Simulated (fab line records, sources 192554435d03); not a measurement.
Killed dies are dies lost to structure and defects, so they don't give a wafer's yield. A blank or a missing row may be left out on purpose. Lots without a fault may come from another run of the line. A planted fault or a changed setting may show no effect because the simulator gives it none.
Which tool did it? | flow n5_finfet | 24 lots, 72 wafers sampled, at 6 steps of a route of 1938

WHAT THE GAUGES READ, wafer by wafer
N5_BEOL_M4_RS_MEAS_58: measures by four-point-probe.
lot  | measured     | on            | M4_RS (ohm/sq)
L074 | day 8 00:23  | film_metro-02 | 0.714 0.701 0.715
L075 | day 8 02:42  | film_metro-01 | 0.638 0.670 0.669
L076 | day 8 07:19  | film_metro-02 | 0.689 0.703 0.673
L077 | day 8 16:37  | film_metro-02 | 0.707 0.646 0.693
L078 | day 8 22:57  | film_metro-02 | 0.671 0.627 0.663
L079 | day 9 05:08  | film_metro-01 | 0.696 0.637 0.677
L080 | day 9 08:26  | film_metro-02 | 0.663 0.696 0.689
L083 | day 11 02:26 | film_metro-02 | 0.733 0.689 0.630
L081 | day 10 03:46 | film_metro-02 | 0.690 0.690 0.632
L082 | day 11 13:38 | film_metro-02 | 0.692 0.713 0.698
L085 | day 11 15:32 | film_metro-02 | 0.650 0.693 0.667
L084 | day 11 21:04 | film_metro-01 | 0.695 0.638 0.684
L086 | day 11 20:04 | film_metro-01 | 0.669 0.661 0.684
L087 | day 11 21:13 | film_metro-02 | 0.686 0.684 0.749
L089 | day 12 22:20 | film_metro-01 | 0.677 0.700 0.612
L090 | day 13 14:54 | film_metro-02 | 0.667 0.677 0.698
L088 | day 13 00:09 | film_metro-02 | 0.654 0.703 0.650
L091 | day 13 05:14 | film_metro-01 | 0.708 0.702 0.652
L094 | day 13 08:09 | film_metro-01 | 0.663 0.681 0.628
L093 | day 13 20:10 | film_metro-01 | 0.716 0.638 0.690
L096 | day 14 01:34 | film_metro-02 | 0.681 0.646 0.660
L092 | day 14 06:40 | film_metro-01 | 0.675 0.686 0.651
L095 | day 14 05:49 | film_metro-01 | 0.706 0.682 0.649
L097 | day 14 14:20 | film_metro-01 | 0.654 0.672 0.632

N5_BEOL_M5_CD_MEAS_11: target cd 27.74 nm.
lot  | measured     | on        | cd_nm (nm)
L074 | day 8 03:28  | cd_sem-01 | 27.57 28.09 27.91
L075 | day 8 07:03  | cd_sem-03 | 27.74 27.57 27.95
L076 | day 8 12:07  | cd_sem-02 | 27.58 28.11 27.86
L077 | day 8 20:46  | cd_sem-02 | 28.10 28.48 28.17
L078 | day 9 03:38  | cd_sem-01 | 28.44 28.00 28.44
L079 | day 9 12:23  | cd_sem-03 | 27.70 28.32 28.19
L080 | day 9 12:58  | cd_sem-01 | 28.24 28.12 28.14
L083 | day 11 05:40 | cd_sem-03 | 27.64 27.89 27.69
L081 | day 10 07:08 | cd_sem-01 | 27.86 27.74 27.58
L082 | day 11 17:23 | cd_sem-03 | 27.73 27.96 28.09
L085 | day 11 18:11 | cd_sem-01 | 27.89 28.14 28.05
L084 | day 12 01:57 | cd_sem-02 | 27.75 27.52 28.12
L086 | day 12 01:31 | cd_sem-01 | 27.95 28.30 27.98
L087 | day 12 02:08 | cd_sem-02 | 27.91 27.94 28.11
L089 | day 13 00:32 | cd_sem-02 | 28.48 27.73 27.91
L090 | day 13 17:15 | cd_sem-02 | 28.09 28.21 27.80
L088 | day 13 03:26 | cd_sem-02 | 28.41 28.17 27.85
L091 | day 13 07:47 | cd_sem-02 | 27.86 27.80 28.02
L094 | day 13 11:12 | cd_sem-02 | 28.19 28.55 27.81
L093 | day 14 01:11 | cd_sem-02 | 28.06 27.64 28.15
L096 | day 14 05:07 | cd_sem-02 | 28.20 27.66 27.98
L092 | day 14 08:54 | cd_sem-01 | 27.93 27.98 27.95
L095 | day 14 08:18 | cd_sem-02 | 27.56 27.82 27.87
L097 | day 14 18:56 | cd_sem-01 | 28.20 27.84 27.88

WHICH TOOL RAN EACH LOT (tool, then ch and the chambers of the sampled wafers, then the start)
lot  | N5_BEOL_M3_SPUTTER_96        | N5_BEOL_M3_PRE_CLEAN_60          | N5_BEOL_M4_SPUTTER_90        | N5_BEOL_M4_ANNEAL_91
L074 | pvd_sputter-01, day 7 09:03  | cvd_co-02 ch 0,1, day 7 09:52    | pvd_sputter-02, day 7 22:40  | pvd_sputter-02, day 7 22:45
L075 | pvd_sputter-02, day 7 14:05  | cvd_co-02 ch 0,2, day 7 14:55    | pvd_sputter-03, day 8 00:59  | pvd_sputter-03, day 8 01:04
L076 | pvd_sputter-01, day 7 14:18  | cvd_co-01 ch 0,1,2, day 7 15:08  | pvd_sputter-01, day 8 05:34  | pvd_sputter-01, day 8 05:38
L077 | pvd_sputter-02, day 8 02:23  | cvd_co-01 ch 1,2, day 8 03:59    | pvd_sputter-01, day 8 14:31  | pvd_sputter-01, day 8 14:35
L078 | pvd_sputter-01, day 8 02:40  | cvd_co-02 ch 0,2, day 8 04:06    | pvd_sputter-01, day 8 21:14  | pvd_sputter-01, day 8 21:19
L079 | pvd_sputter-03, day 8 10:37  | cvd_co-01 ch 0,2, day 8 11:42    | pvd_sputter-03, day 9 03:25  | pvd_sputter-03, day 9 03:30
L080 | pvd_sputter-03, day 8 19:53  | cvd_co-01 ch 1,2, day 8 20:49    | pvd_sputter-01, day 9 06:44  | pvd_sputter-01, day 9 06:49
L083 | pvd_sputter-03, day 9 15:59  | cvd_co-01 ch 1,2, day 9 17:05    | pvd_sputter-03, day 11 00:44 | pvd_sputter-03, day 11 00:49
L081 | pvd_sputter-01, day 9 16:09  | cvd_co-02 ch 0,1,2, day 9 17:10  | pvd_sputter-03, day 10 02:02 | pvd_sputter-03, day 10 02:07
L082 | pvd_sputter-03, day 9 21:05  | cvd_co-01 ch 0,2, day 9 21:54    | pvd_sputter-02, day 11 11:56 | pvd_sputter-02, day 11 12:01
L085 | pvd_sputter-02, day 10 03:07 | cvd_co-02 ch 0,1, day 10 03:57   | pvd_sputter-01, day 11 13:46 | pvd_sputter-01, day 11 13:51
L084 | pvd_sputter-03, day 10 06:50 | cvd_co-02 ch 0,1, day 10 07:40   | pvd_sputter-01, day 11 19:21 | pvd_sputter-01, day 11 19:26
L086 | pvd_sputter-02, day 10 11:44 | cvd_co-01 ch 0,2, day 10 12:39   | pvd_sputter-03, day 11 18:22 | pvd_sputter-03, day 11 18:26
L087 | pvd_sputter-03, day 10 20:37 | cvd_co-01 ch 0,1, day 10 21:26   | pvd_sputter-02, day 11 19:29 | pvd_sputter-02, day 11 19:34
L089 | pvd_sputter-02, day 11 17:25 | cvd_co-01 ch 0,1,2, day 11 18:34 | pvd_sputter-03, day 12 20:37 | pvd_sputter-03, day 12 20:42
L090 | pvd_sputter-01, day 12 09:04 | cvd_co-02 ch 1,2, day 12 09:53   | pvd_sputter-02, day 13 13:08 | pvd_sputter-02, day 13 13:13
L088 | pvd_sputter-02, day 12 13:50 | cvd_co-02 ch 0,1, day 12 14:40   | pvd_sputter-02, day 12 22:26 | pvd_sputter-02, day 12 22:31
L091 | pvd_sputter-03, day 12 17:36 | cvd_co-02 ch 0,1,2, day 12 18:26 | pvd_sputter-01, day 13 03:25 | pvd_sputter-01, day 13 03:29
L094 | pvd_sputter-03, day 12 19:26 | cvd_co-01 ch 0,1,2, day 12 20:27 | pvd_sputter-01, day 13 06:21 | pvd_sputter-01, day 13 06:26
L093 | pvd_sputter-01, day 12 22:48 | cvd_co-01 ch 0,1,2, day 12 23:38 | pvd_sputter-03, day 13 18:27 | pvd_sputter-03, day 13 18:32
L096 | pvd_sputter-03, day 12 23:26 | cvd_co-01 ch 0,1, day 13 01:19   | pvd_sputter-03, day 13 23:51 | pvd_sputter-03, day 13 23:56
L092 | pvd_sputter-02, day 13 02:14 | cvd_co-01 ch 0,2, day 13 03:10   | pvd_sputter-03, day 14 04:57 | pvd_sputter-03, day 14 05:02
L095 | pvd_sputter-02, day 13 10:12 | cvd_co-01 ch 0,1,2, day 13 11:03 | pvd_sputter-01, day 14 03:52 | pvd_sputter-01, day 14 03:56
L097 | pvd_sputter-02, day 13 22:35 | cvd_co-01 ch 1,2, day 13 23:25   | pvd_sputter-03, day 14 12:22 | pvd_sputter-03, day 14 12:26
- N5_BEOL_M3_SPUTTER_96: material Cu, target thk 4.5 nm, time 8.29 s.
- N5_BEOL_M3_PRE_CLEAN_60: time 15 s.
- N5_BEOL_M4_SPUTTER_90: material Cu, target thk 4.5 nm, time 8.29 s.
- N5_BEOL_M4_ANNEAL_91: time 240 s.

WHAT THE TOOLS THEMSELVES READ (means of the sampled wafers that have a number; where no wafer has one, the mark that the record gives instead)
N5_BEOL_M3_SPUTTER_96.
lot  | tool           | chamber_pressure_pa (Pa) | chuck_gas_flow_sccm (sccm) | throttle_valve_pct (%)
L074 | pvd_sputter-01 | 0.07                     | 1.25                       | 30.6
L075 | pvd_sputter-02 | 0.07                     | 1.29                       | 28.8
L076 | pvd_sputter-01 | 0.07                     | 1.28                       | 30.8
L077 | pvd_sputter-02 | 0.07                     | 1.23                       | 30.0
L078 | pvd_sputter-01 | 0.07                     | 1.25                       | 30.4
L079 | pvd_sputter-03 | 0.07                     | 1.31                       | 30.0
L080 | pvd_sputter-03 | 0.07                     | 1.28                       | 29.6
L083 | pvd_sputter-03 | 0.07                     | 1.28                       | 29.1
L081 | pvd_sputter-01 | 0.07                     | 1.28                       | 29.9
L082 | pvd_sputter-03 | 0.07                     | 1.23                       | 30.4
L085 | pvd_sputter-02 | 0.07                     | 1.18                       | 30.5
L084 | pvd_sputter-03 | 0.07                     | 1.28                       | 29.6
L086 | pvd_sputter-02 | 0.07                     | 1.22                       | 30.0
L087 | pvd_sputter-03 | 0.07                     | 1.27                       | 29.6
L089 | pvd_sputter-02 | 0.07                     | 1.20                       | 31.0
L090 | pvd_sputter-01 | 0.07                     | 1.25                       | 30.5
L088 | pvd_sputter-02 | 0.07                     | 1.28                       | 30.0
L091 | pvd_sputter-03 | 0.07                     | 1.26                       | 29.7
L094 | pvd_sputter-03 | 0.07                     | 1.24                       | 30.2
L093 | pvd_sputter-01 | 0.07                     | 1.25                       | 31.0
L096 | pvd_sputter-03 | 0.07                     | 1.27                       | 29.6
L092 | pvd_sputter-02 | 0.07                     | 1.22                       | 29.4
L095 | pvd_sputter-02 | 0.07                     | 1.27                       | 29.8
L097 | pvd_sputter-02 | 0.07                     | 1.28                       | 29.9

N5_BEOL_M3_PRE_CLEAN_60.
lot  | tool      | heater_power_outer_w (W) | heater_power_w (W)
L074 | cvd_co-02 | 24                       | 78
L075 | cvd_co-02 | 16                       | 74
L076 | cvd_co-01 | 22                       | 87
L077 | cvd_co-01 | 22                       | 83
L078 | cvd_co-02 | 16                       | 75
L079 | cvd_co-01 | 24                       | 88
L080 | cvd_co-01 | 22                       | 86
L083 | cvd_co-01 | 22                       | 84
L081 | cvd_co-02 | 22                       | 77
L082 | cvd_co-01 | 24                       | 89
L085 | cvd_co-02 | 24                       | 79
L084 | cvd_co-02 | 30                       | 80
L086 | cvd_co-01 | 24                       | 84
L087 | cvd_co-01 | 22                       | 90
L089 | cvd_co-01 | 23                       | 89
L090 | cvd_co-02 | 27                       | 80
L088 | cvd_co-02 | 29                       | 81
L091 | cvd_co-02 | 22                       | 77
L094 | cvd_co-01 | 23                       | 88
L093 | cvd_co-01 | 23                       | 88
L096 | cvd_co-01 | 22                       | 91
L092 | cvd_co-01 | 24                       | 86
L095 | cvd_co-01 | 23                       | 88
L097 | cvd_co-01 | 23                       | 84

N5_BEOL_M4_SPUTTER_90.
lot  | tool           | chamber_pressure_pa (Pa) | chuck_gas_flow_sccm (sccm) | throttle_valve_pct (%)
L074 | pvd_sputter-02 | 0.07016                  | 1.28                       | 30.1
L075 | pvd_sputter-03 | 0.06984                  | 1.21                       | 29.2
L076 | pvd_sputter-01 | 0.06991                  | 1.25                       | 30.5
L077 | pvd_sputter-01 | 0.07003                  | 1.25                       | 30.6
L078 | pvd_sputter-01 | 0.07006                  | 1.28                       | 30.2
L079 | pvd_sputter-03 | 0.06999                  | 1.25                       | 30.1
L080 | pvd_sputter-01 | 0.06997                  | 1.22                       | 30.1
L083 | pvd_sputter-03 | 0.06998                  | 1.22                       | 30.4
L081 | pvd_sputter-03 | 0.06985                  | 1.26                       | 30.1
L082 | pvd_sputter-02 | 0.07012                  | 1.27                       | 29.9
L085 | pvd_sputter-01 | 0.06999                  | 1.26                       | 30.5
L084 | pvd_sputter-01 | 0.07011                  | 1.24                       | 30.5
L086 | pvd_sputter-03 | 0.07014                  | 1.26                       | 29.9
L087 | pvd_sputter-02 | 0.07006                  | 1.23                       | 30.6
L089 | pvd_sputter-03 | 0.07018                  | 1.34                       | 29.4
L090 | pvd_sputter-02 | 0.07019                  | 1.28                       | 30.6
L088 | pvd_sputter-02 | 0.06978                  | 1.23                       | 30.7
L091 | pvd_sputter-01 | 0.07001                  | 1.25                       | 29.9
L094 | pvd_sputter-01 | 0.07012                  | 1.26                       | 30.5
L093 | pvd_sputter-03 | 0.06993                  | 1.31                       | 30.7
L096 | pvd_sputter-03 | 0.06997                  | 1.24                       | 30.5
L092 | pvd_sputter-03 | 0.07007                  | 1.28                       | 30.2
L095 | pvd_sputter-01 | 0.07003                  | 1.20                       | 30.6
L097 | pvd_sputter-03 | 0.07001                  | 1.25                       | 30.0

N5_BEOL_M4_ANNEAL_91.
lot  | tool           | heater_power_w (W)
L074 | pvd_sputter-02 | 835
L075 | pvd_sputter-03 | 800
L076 | pvd_sputter-01 | 883
L077 | pvd_sputter-01 | 866
L078 | pvd_sputter-01 | 795
L079 | pvd_sputter-03 | 862
L080 | pvd_sputter-01 | 817
L083 | pvd_sputter-03 | 821
L081 | pvd_sputter-03 | 819
L082 | pvd_sputter-02 | 838
L085 | pvd_sputter-01 | 799
L084 | pvd_sputter-01 | 881
L086 | pvd_sputter-03 | 860
L087 | pvd_sputter-02 | 899
L089 | pvd_sputter-03 | 849
L090 | pvd_sputter-02 | 866
L088 | pvd_sputter-02 | 893
L091 | pvd_sputter-01 | 818
L094 | pvd_sputter-01 | 797
L093 | pvd_sputter-03 | 792
L096 | pvd_sputter-03 | 833
L092 | pvd_sputter-03 | 857
L095 | pvd_sputter-01 | 879
L097 | pvd_sputter-03 | 826

THE ANSWER, worked out from the rows above alone
Rule: what is usual is taken from the lots themselves. Put in order of their means at a reading, lots are off if they are a third of the lots or fewer, leave a main group of 4 or more, and stand apart from it by a gap of 3 or more times the standard deviation of the main group's means; of several such gaps the widest counts. A main group whose means are all the same, to the digits that the tables above print for the reading, isn't used. A lot without any number at a reading at which 4 lots or more have one is off too. The other lots that the step has rows for count as sound. The gauges are gone through in route order, then the tools' own readings, and for those a lot's mean is taken as printed above. The first step at which some lot is off is used, and at that step the reading that is off furthest; a lot without a number counts as furthest.
No lot is off at any reading shown: from this, nothing can be told.

WHAT THE SIMULATOR HAD PUT IN
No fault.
